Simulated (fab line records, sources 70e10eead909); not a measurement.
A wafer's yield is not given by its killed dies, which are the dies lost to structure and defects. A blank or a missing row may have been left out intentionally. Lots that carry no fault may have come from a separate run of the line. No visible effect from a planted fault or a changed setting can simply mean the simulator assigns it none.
One fault through the eyes of 2 desks | flow nand-harc | numbers are kept per desk, each desk with only its own; the story behind them comes last

== THE DEFECT DESK ==
Per lot, the means of the sampled wafers with a number show what the inspections along the route counted. Any lot whose mean is over 4 standard deviations away from the usual mean is out of limits and marked OUT; that distance is given in the brackets.
Columns: A = raw-defect-count at NHARC_P_STI_INSPECT_11, usual 5.0
lot  | first seen here | A
L835 | day 2 22:04     | 3.0
L836 | day 3 08:19     | 6.0
L839 | day 3 22:47     | 4.0
L840 | day 4 04:56     | 4.0
L842 | day 4 14:11     | 3.7
L841 | day 4 14:21     | 4.3
L843 | day 4 22:58     | 6.0
L847 | day 5 19:41     | 5.0
L846 | day 5 19:50     | 5.0
L848 | day 6 05:13     | 7.3
L849 | day 6 11:36     | 4.7
L853 | day 7 11:20     | 5.3
L856 | day 8 09:49     | 6.3
Result from this desk: across the 13 lots, nothing is out of limits.

== THE TOOL OWNER'S DESK: wet-bench-07 ==
The tool's own readings at NHARC_P_ZERO_WELL_STRIP_28 (strips in SPM, time 840 s): means of the sampled wafers that have a number, for each lot that ran on this tool. Any lot whose mean is over 4 standard deviations away from the usual mean is out of limits and marked OUT; that distance is given in the brackets.
Columns: A = bath-guard-temp-C at NHARC_P_ZERO_WELL_STRIP_28, usual 130.1 C; B = temp-c at NHARC_P_ZERO_WELL_STRIP_28, usual 129.98 C
lot  | first seen here | A               | B
L835 | day 2 03:41     | 130.1           | 129.78
L839 | day 3 03:25     | 130.4           | 130.02
L840 | day 3 09:21     | 129.5           | 130.08
L843 | day 4 03:20     | 130.3           | 130.11
L846 | day 4 21:38     | 136.1 (+13) OUT | 136.08 (+41) OUT
L853 | day 6 15:32     | 135.9 (+13) OUT | 135.85 (+39) OUT
This desk's finding: out of limits on L846, L853; first on L846, day 4 21:38 (bath-guard-temp-C at NHARC_P_ZERO_WELL_STRIP_28). L835, L839, L840, L843 stayed within limits.

== ALL TOGETHER ==
The tool owner's desk had the chance to raise an alarm at day 4 21:38 on L846, L853.
The defect desk saw nothing out of limits.
The defect desk has L846, L853 on record, within its limits.
On wet-bench-07, each named lot ran NHARC_P_ZERO_WELL_STRIP_28.

== WHAT THE SIMULATOR HAD INSERTED ==
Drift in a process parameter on wet-bench-07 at NHARC_P_ZERO_WELL_STRIP_28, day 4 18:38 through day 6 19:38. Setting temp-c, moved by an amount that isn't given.
Struck lots among those shown: L846, L853.
Time in hours from fault onset to the first out-of-limits reading at each desk: the tool owner's desk, 3.
